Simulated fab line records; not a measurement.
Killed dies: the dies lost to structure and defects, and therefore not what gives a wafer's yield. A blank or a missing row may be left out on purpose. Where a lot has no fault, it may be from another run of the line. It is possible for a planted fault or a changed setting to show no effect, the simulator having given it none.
Matching of chambers | flow n5-finfet | N5_BEOL_M3_CMP_52 on cmp-03 has 4 sister chambers
The step polishes, stops on SiOC, t overpolish 6.8 s, target thk 40 nm. 4 wafers are shown with their chamber, then 8 later ones without.

WAFERS WITH THEIR CHAMBER
wafer  | chamber | time-to-endpoint-s (s)
L089.1 | 3       | 68
L090.2 | 2       | 57
L090.4 | 0       | 60
L093.1 | 1       | 56

WAFERS WITH NO CHAMBER GIVEN
wafer  | time-to-endpoint-s (s)
L093.2 | 54
L094.1 | 58
L094.4 | 58
L095.1 | 63
L095.3 | 61
L095.4 | 60
L096.3 | 66
L096.4 | 59

WHICH CHAMBER EACH WENT THROUGH
wafer  | from the rows above          | in truth
L093.2 | can't be placed: 1 or 2      | 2
L094.1 | can't be placed: 2 or 0 or 1 | 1
L094.4 | can't be placed: 2 or 0 or 1 | 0
L095.1 | can't be placed: 0 or 3 or 2 | 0
L095.3 | can't be placed: 0 or 2      | 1
L095.4 | can't be placed: 0 or 2      | 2
L096.3 | 3                            | 3
L096.4 | can't be placed: 0 or 2 or 1 | 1
Correct placement for 1 of the 8. Unplaceable from these rows: 7, with the true chamber sitting among the candidates in 6. 0 placed wrongly.
How it was worked out, from the rows above alone: a wafer's distance from a chamber is the root of the sum, over the readings, of the square of ((its reading less the chamber's mean) divided by the reading's scatter). The wafer belongs to the nearest chamber; if the next one is less than 2 further off, it can't be placed. A chamber's mean is the mean of its shown wafers. The scatter (one wafer shown for each chamber): square how far every hidden wafer sits from the nearest shown wafer, average those squares and take the square root.
